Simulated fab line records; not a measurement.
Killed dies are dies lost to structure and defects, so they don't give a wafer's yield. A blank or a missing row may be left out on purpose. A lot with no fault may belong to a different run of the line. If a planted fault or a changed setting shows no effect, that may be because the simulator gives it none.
Matching of chambers | flow nand_harc | rie_diel-05 running NHARC_A_SLIT_ETCH_24: 4 sister chambers
The step etches the open film in CF4/CHF3, target depth 121 nm, time 60.5 s. 16 wafers are shown with their chamber, then 8 later ones without.

== WAFERS PAIRED WITH THEIR CHAMBERS ==
wafer  | chamber | drypump_motor_current_A (A) | rf_vpp_V (V) | cf4_flow_sccm (sccm)
L075.2 | 0       | 5.8                         | 372.3        | 99.70
L075.3 | 1       | 5.3                         | 374.3        | 100.06
L075.5 | 2       | 5.5                         | 373.8        | 99.99
L078.1 | 2       | 5.5                         | 373.7        | 99.73
L078.2 | 0       | 5.8                         | 370.8        | 99.70
L078.4 | 1       | 5.3                         | 374.3        | 99.78
L084.1 | 2       | 5.5                         | 373.8        | 99.90
L084.3 | 3       | 6.2                         | 369.5        | 99.99
L084.5 | 1       | 5.3                         | 373.3        | 100.07
L081.1 | 0       | 5.8                         | 370.1        | 99.79
L081.2 | 2       | 5.5                         | 373.2        | 99.81
L081.4 | 3       | 6.1                         | 368.9        | 99.28
L086.1 | 0       | 5.8                         | 371.6        | 100.18
L086.5 | 1       | 5.3                         | 373.6        | 99.99
L086.6 | 0       | 5.8                         | 372.6        | 99.80
L093.2 | 0       | 5.8                         | 370.6        | 100.17

SIGNATURES (means of the wafers above)
reading                 | chamber 0 | chamber 1 | chamber 2 | chamber 3 | scatter within a chamber
drypump_motor_current_A | 5.800     | 5.300     | 5.500     | 6.150     | 0.0204
rf_vpp_V                | 371.333   | 373.875   | 373.625   | 369.200   | 0.716
cf4_flow_sccm           | 99.8900   | 99.9750   | 99.8575   | 99.6350   | 0.223
Rule: a wafer's distance from a chamber is the root of the sum, over the readings, of the square of ((its reading less the chamber's mean) divided by the reading's scatter). The wafer belongs to the nearest chamber; if the next one is less than 2 further off, it can't be placed. The scatter is the square root of a quotient: the sum, over the shown wafers, of each reading's squared deviation from its chamber's mean, divided by wafers minus chambers.

== WAFERS WITH NO CHAMBER GIVEN ==
wafer  | drypump_motor_current_A (A) | rf_vpp_V (V) | cf4_flow_sccm (sccm)
L093.4 | 5.5                         | 374.7        | 99.63
L093.5 | 6.2                         | 368.4        | 100.09
L096.1 | 5.5                         | 373.5        | 100.22
L096.3 | 5.3                         | 372.6        | 99.98
L096.6 | 6.2                         | 369.6        | 99.69
L095.3 | 5.3                         | 371.7        | 100.17
L095.4 | 6.2                         | 368.1        | 99.76
L095.6 | 5.3                         | 373.1        | 100.36

== CHAMBER TAKEN BY EACH ==
wafer  | from the rows above | in truth
L093.4 | 2                   | 2
L093.5 | 3                   | 3
L096.1 | 2                   | 2
L096.3 | 1                   | 1
L096.6 | 3                   | 3
L095.3 | 1                   | 1
L095.4 | 3                   | 3
L095.6 | 1                   | 1
Correct placement for 8 of the 8. Number that these rows cannot place: 0. Placed wrongly: 0.
